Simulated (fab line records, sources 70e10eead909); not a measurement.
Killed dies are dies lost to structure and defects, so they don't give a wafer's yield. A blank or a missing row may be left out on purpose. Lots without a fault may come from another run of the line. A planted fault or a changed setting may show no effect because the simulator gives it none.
Which tool did it? | flow nand_harc | 12 lots, 36 wafers sampled, at 6 steps of a route of 1159

WHAT THE GAUGES READ, wafer by wafer
NHARC_A_CONTACT_INSPECT_44.
lot  | measured     | on                | raw_defect_count
L725 | day 16 09:26 | defect_inspect-01 | 39 37 21
L727 | day 16 18:13 | defect_inspect-02 | 29 19 14
L735 | day 18 09:25 | defect_inspect-02 | 816 869 858 807 859 853
L734 | day 18 17:05 | defect_inspect-01 | 871 810 824 863 805 837
L739 | day 19 07:21 | defect_inspect-02 | 22 27 23
L740 | day 19 21:38 | defect_inspect-01 | 30 18 31
L742 | day 20 11:06 | defect_inspect-01 | 24 25 32
L743 | day 20 15:07 | defect_inspect-01 | 35 27 35
L745 | day 21 22:45 | defect_inspect-02 | 31 35 33
L746 | day 22 02:55 | defect_inspect-01 | 16 13 10
L747 | day 22 05:14 | defect_inspect-02 | 18 18 26
L748 | day 22 07:42 | defect_inspect-02 | 45 38 32

NHARC_END_SORT_01.
lot  | measured     | on        | defect_limited_yield (%) | killed_at_array | killed_at_other | killed_at_periphery | killed_dies | killed_open | killed_short | sort_bin_2_pct (%) | sort_bin_3_pct (%) | sort_bin_4_pct (%) | sort_n_pass | sort_rim_yield_pct (%) | sort_yield_pct (%)
L740 | day 23 02:01 | prober-01 | 94.1 95.6 93.4           | 32 23 38        | 3 4 3           | 5 3 4               | 40 30 45    | 3 3 5       | 2 1 6        | 1.8 1.0 2.1        | 0.30 0.15 0.59     | 3.8 3.2 4.0        | 637 647 632 | 98.1 99.1 98.1         | 94.1 95.6 93.4

WHICH TOOL RAN EACH LOT (tool, then ch and the chambers of the sampled wafers, then the start)
lot  | NHARC_A_WL_FILL_CMP_12        | NHARC_A_CONTACT_DEP_28        | NHARC_A_CONTACT_DEP_29          | NHARC_A_CONTACT_DESCUM_47
L725 | cmp-04 ch 1,3, day 16 04:27   | acl_dep-02 ch 0, day 16 06:22 | pecvd-04 ch 0,1,2, day 16 08:35 | rie_diel-02 ch 0,1, day 16 09:30
L727 | cmp-04 ch 0,2,3, day 16 14:08 | acl_dep-02 ch 0, day 16 15:14 | pecvd-02 ch 1,2, day 16 17:29   | rie_diel-02 ch 0,1,3, day 16 18:17
L735 | cmp-03 ch 1,2,3, day 18 02:55 | acl_dep-02 ch 0, day 18 06:20 | pecvd-04 ch 0,2, day 18 08:34   | -
L734 | cmp-02 ch 1,2,3, day 18 11:22 | acl_dep-02 ch 0, day 18 14:22 | pecvd-03 ch 0,1,2, day 18 16:13 | -
L739 | cmp-02 ch 0,1, day 19 02:54   | acl_dep-03 ch 0, day 19 05:01 | pecvd-03 ch 0,1,2, day 19 06:30 | rie_diel-04 ch 0,1,2, day 19 07:26
L740 | cmp-02 ch 0,2, day 19 17:22   | acl_dep-01 ch 0, day 19 18:34 | pecvd-04 ch 0,1,2, day 19 20:48 | rie_diel-02 ch 0,2, day 19 21:43
L742 | cmp-04 ch 1,2,3, day 20 04:57 | acl_dep-01 ch 0, day 20 08:01 | pecvd-04 ch 1,2, day 20 10:15   | rie_diel-02 ch 0,2,3, day 20 11:10
L743 | cmp-02 ch 0,2,3, day 20 09:57 | acl_dep-01 ch 0, day 20 12:22 | pecvd-02 ch 0,1, day 20 14:19   | rie_diel-02 ch 0,1,2, day 20 15:11
L745 | cmp-03 ch 1,2, day 21 18:31   | acl_dep-01 ch 0, day 21 20:25 | pecvd-03 ch 0,1,2, day 21 21:55 | rie_diel-04 ch 2,3, day 21 22:49
L746 | cmp-04 ch 0,1,3, day 21 22:50 | acl_dep-03 ch 0, day 22 00:00 | pecvd-03 ch 0,1, day 22 02:12   | rie_diel-04 ch 0,1,2, day 22 02:59
L747 | cmp-03 ch 0,1,2, day 21 23:55 | acl_dep-03 ch 0, day 22 02:54 | pecvd-03 ch 0,2, day 22 04:26   | rie_diel-08 ch 0,1,2, day 22 05:19
L748 | cmp-04 ch 1,2, day 22 03:08   | acl_dep-02 ch 0, day 22 04:44 | pecvd-02 ch 1,2, day 22 07:00   | rie_diel-08 ch 0,2,3, day 22 07:49
- NHARC_A_WL_FILL_CMP_12: polishes, t overpolish 30 s, target thk 75 nm.
- NHARC_A_CONTACT_DEP_28: deposits aC, target thk 3600 nm.
- NHARC_A_CONTACT_DEP_29: deposits SiON, target thk 70 nm.
- NHARC_A_CONTACT_DESCUM_47: chemistry O2, time 3 s.

WHAT THE TOOLS THEMSELVES READ (means of the sampled wafers that have a number; where no wafer has one, the mark that the record gives instead)
NHARC_A_WL_FILL_CMP_12.
lot  | tool   | motor_current_A (A) | overpolish_run_s (s) | slurry_filter_dp_kPa (kPa) | slurry_flow_ml_min | time_to_endpoint_s (s)
L725 | cmp-04 | 12.0                | 30.005               | 13.53                      | 149.9              | 13.7
L727 | cmp-04 | 11.4                | 29.999               | 13.47                      | 149.8              | 13.3
L735 | cmp-03 | 13.4                | 29.991               | 13.67                      | 150.0              | 17.8
L734 | cmp-02 | 12.7                | 29.999               | 13.57                      | 149.6              | 17.6
L739 | cmp-02 | 12.5                | 30.003               | 13.52                      | 150.0              | 14.6
L740 | cmp-02 | 11.9                | 30.000               | 13.63                      | 150.2              | 19.2
L742 | cmp-04 | 11.6                | 29.994               | 13.60                      | 150.0              | 13.0
L743 | cmp-02 | 12.8                | 29.993               | 13.58                      | 150.2              | 14.2
L745 | cmp-03 | 12.7                | 29.990               | 13.63                      | 150.4              | 19.6
L746 | cmp-04 | 12.3                | 30.003               | 13.51                      | 150.4              | 15.0
L747 | cmp-03 | 12.2                | 30.002               | 13.51                      | 150.0              | 18.3
L748 | cmp-04 | 11.4                | 29.993               | 13.34                      | 150.2              | 12.2

NHARC_A_CONTACT_DEP_28.
lot  | tool       | throttle_valve_pct (%)
L725 | acl_dep-02 | 34.997
L727 | acl_dep-02 | 34.998
L735 | acl_dep-02 | 35.003
L734 | acl_dep-02 | 35.008
L739 | acl_dep-03 | 35.011
L740 | acl_dep-01 | 34.997
L742 | acl_dep-01 | 35.001
L743 | acl_dep-01 | 34.999
L745 | acl_dep-01 | 34.994
L746 | acl_dep-03 | 35.007
L747 | acl_dep-03 | 35.002
L748 | acl_dep-02 | 35.001

NHARC_A_CONTACT_DEP_29.
lot  | tool     | heater_power_w (W)
L725 | pecvd-04 | 829
L727 | pecvd-02 | 876
L735 | pecvd-04 | 715
L734 | pecvd-03 | 781
L739 | pecvd-03 | 753
L740 | pecvd-04 | 744
L742 | pecvd-04 | 797
L743 | pecvd-02 | 682
L745 | pecvd-03 | 730
L746 | pecvd-03 | 654
L747 | pecvd-03 | 711
L748 | pecvd-02 | 763

NHARC_A_CONTACT_DESCUM_47.
lot  | tool        | drypump_motor_current_A (A) | oes_product_au (a.u.) | rf_vpp_V (V) | showerhead_plenum_p_Torr (Torr) | throttle_valve_pct (%)
L725 | rie_diel-02 | 5.5                         | 0.991                 | 57.5         | 1.97                            | 11.308
L727 | rie_diel-02 | 5.3                         | 0.996                 | 57.5         | 1.96                            | 11.315
L739 | rie_diel-04 | 5.8                         | 1.005                 | 57.6         | 1.93                            | 11.315
L740 | rie_diel-02 | 5.7                         | 1.003                 | 58.0         | 1.89                            | 11.297
L742 | rie_diel-02 | 5.6                         | 1.003                 | 58.1         | 1.91                            | 11.310
L743 | rie_diel-02 | 5.7                         | 1.003                 | 58.2         | 1.92                            | 11.308
L745 | rie_diel-04 | 5.9                         | 0.999                 | 58.3         | 1.89                            | 11.310
L746 | rie_diel-04 | 5.8                         | 0.989                 | 58.1         | 1.92                            | 11.316
L747 | rie_diel-08 | 5.5                         | 1.007                 | 57.6         | 1.95                            | 11.320
L748 | rie_diel-08 | 5.6                         | 1.003                 | 56.3         | 1.94                            | 11.305

THE ANSWER, worked out from the rows above alone
Rule: what is usual is taken from the lots themselves. Put in order of their means at a reading, lots are off if they are a third of the lots or fewer, leave a main group of 4 or more, and stand apart from it by a gap of 3 or more times the standard deviation of the main group's means; of several such gaps the widest counts. A main group whose means are all the same, to the digits that the tables above print for the reading, isn't used. A lot without any number at a reading at which 4 lots or more have one is off too. The other lots that the step has rows for count as sound. The gauges are gone through in route order, then the tools' own readings, and for those a lot's mean is taken as printed above. The first step at which some lot is off is used, and at that step the reading that is off furthest; a lot without a number counts as furthest.
Off: L735, L734, at NHARC_A_CONTACT_INSPECT_44 (raw_defect_count). The main group: mean 27, standard deviation 7.1.
A tool fits if, at a process step before that reading, it ran every lot that is off, and no sound lot after the first of them. The gauges at NHARC_A_CONTACT_INSPECT_44 are tried like those tools. None of those tried fits.

WHAT THE SIMULATOR HAD PUT IN
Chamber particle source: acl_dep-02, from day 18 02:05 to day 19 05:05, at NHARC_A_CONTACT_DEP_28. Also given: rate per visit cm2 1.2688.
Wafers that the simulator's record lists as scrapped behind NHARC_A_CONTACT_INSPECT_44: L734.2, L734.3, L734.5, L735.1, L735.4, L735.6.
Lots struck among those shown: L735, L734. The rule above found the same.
